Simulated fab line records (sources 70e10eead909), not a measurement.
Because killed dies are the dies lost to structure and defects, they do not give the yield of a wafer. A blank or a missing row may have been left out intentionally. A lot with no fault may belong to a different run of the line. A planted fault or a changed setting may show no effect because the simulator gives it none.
The tool behind it: which one? | flow nand harc | 21 wafers from 7 lots sampled at 4 of the route's 1302 steps

WHAT THE GAUGES SHOWED, per wafer
NHARC_A_M0_CD_MEAS_09 targets a cd of 80 nm.
lot  | measured     | on        | cd nm (nm)
L644 | day 23 04:43 | cd sem-01 | 79.6 80.4 80.2
L646 | day 24 05:21 | cd sem-01 | 80.1 80.0 79.7
L650 | day 25 21:41 | cd sem-02 | 79.7 79.7 79.3
L651 | day 26 17:34 | cd sem-01 | 79.1 79.3 79.6
L655 | day 28 03:57 | cd sem-01 | 79.4 80.1 79.9
L663 | day 31 12:14 | cd sem-01 | 80.6 81.1 80.5
L665 | day 32 01:40 | cd sem-02 | 79.5 79.8 80.3

EACH LOT AND THE TOOL THAT RAN IT (in order: tool; ch and the chambers of the sampled wafers; start)
lot  | NHARC_A_BLC_DESCUM_15              | NHARC_A_BLC_ALD_23                  | NHARC_A_M0_DEP_00
L644 | rie diel-07 ch 0,3, day 23 00:32   | ald metal-02 ch 0,1,3, day 23 02:43 | pecvd-01 ch 0,1,2, day 23 03:58
L646 | rie diel-06 ch 0,1,2, day 24 01:24 | ald metal-02 ch 0,2,3, day 24 03:20 | pecvd-01 ch 0,1,2, day 24 04:34
L650 | rie diel-03 ch 1,2, day 25 17:41   | ald metal-04 ch 0,1,2, day 25 19:43 | pecvd-04 ch 0,1,2, day 25 20:57
L651 | rie diel-03 ch 0,1, day 26 13:10   | ald metal-04 ch 0,2, day 26 15:05   | pecvd-03 ch 0,1, day 26 16:50
L655 | rie diel-07 ch 0,1,2, day 28 00:02 | ald metal-03 ch 0,2,3, day 28 01:52 | pecvd-04 ch 0,2, day 28 03:08
L663 | rie diel-03 ch 0,3, day 31 08:32   | ald metal-04 ch 0,1, day 31 10:22   | pecvd-01 ch 0,2, day 31 11:32
L665 | rie diel-03 ch 0,2,3, day 31 21:29 | ald metal-04 ch 1,2,3, day 31 23:38 | pecvd-03 ch 0,1,2, day 32 00:53
- NHARC_A_BLC_DESCUM_15: chemistry O2, time 3 s.
- NHARC_A_BLC_ALD_23: deposits TiN, target thk 3 nm, pulse time 1 s, ald cycles 150.
- NHARC_A_M0_DEP_00: deposits SiOC, target thk 150 nm.

THE ANSWER, worked out from the rows above alone
Rule: the usual values come from the lots themselves. The widest of any qualifying gaps counts: lots, ordered by their means at a reading, are off when they make up no more than a third of the lots, leave a main group of 4 or more, and stand apart from it by 3 or more times the standard deviation of that group's means. If all means in a main group match to the digits the tables above print for the reading, that group is not used. A lot without any number at a reading at which 4 lots or more have one is off too. Where the step has rows for the other lots, those lots are counted as sound.
Nothing can be told from this: no lot is off at any reading shown.

WHAT THE SIMULATOR HAD PUT IN
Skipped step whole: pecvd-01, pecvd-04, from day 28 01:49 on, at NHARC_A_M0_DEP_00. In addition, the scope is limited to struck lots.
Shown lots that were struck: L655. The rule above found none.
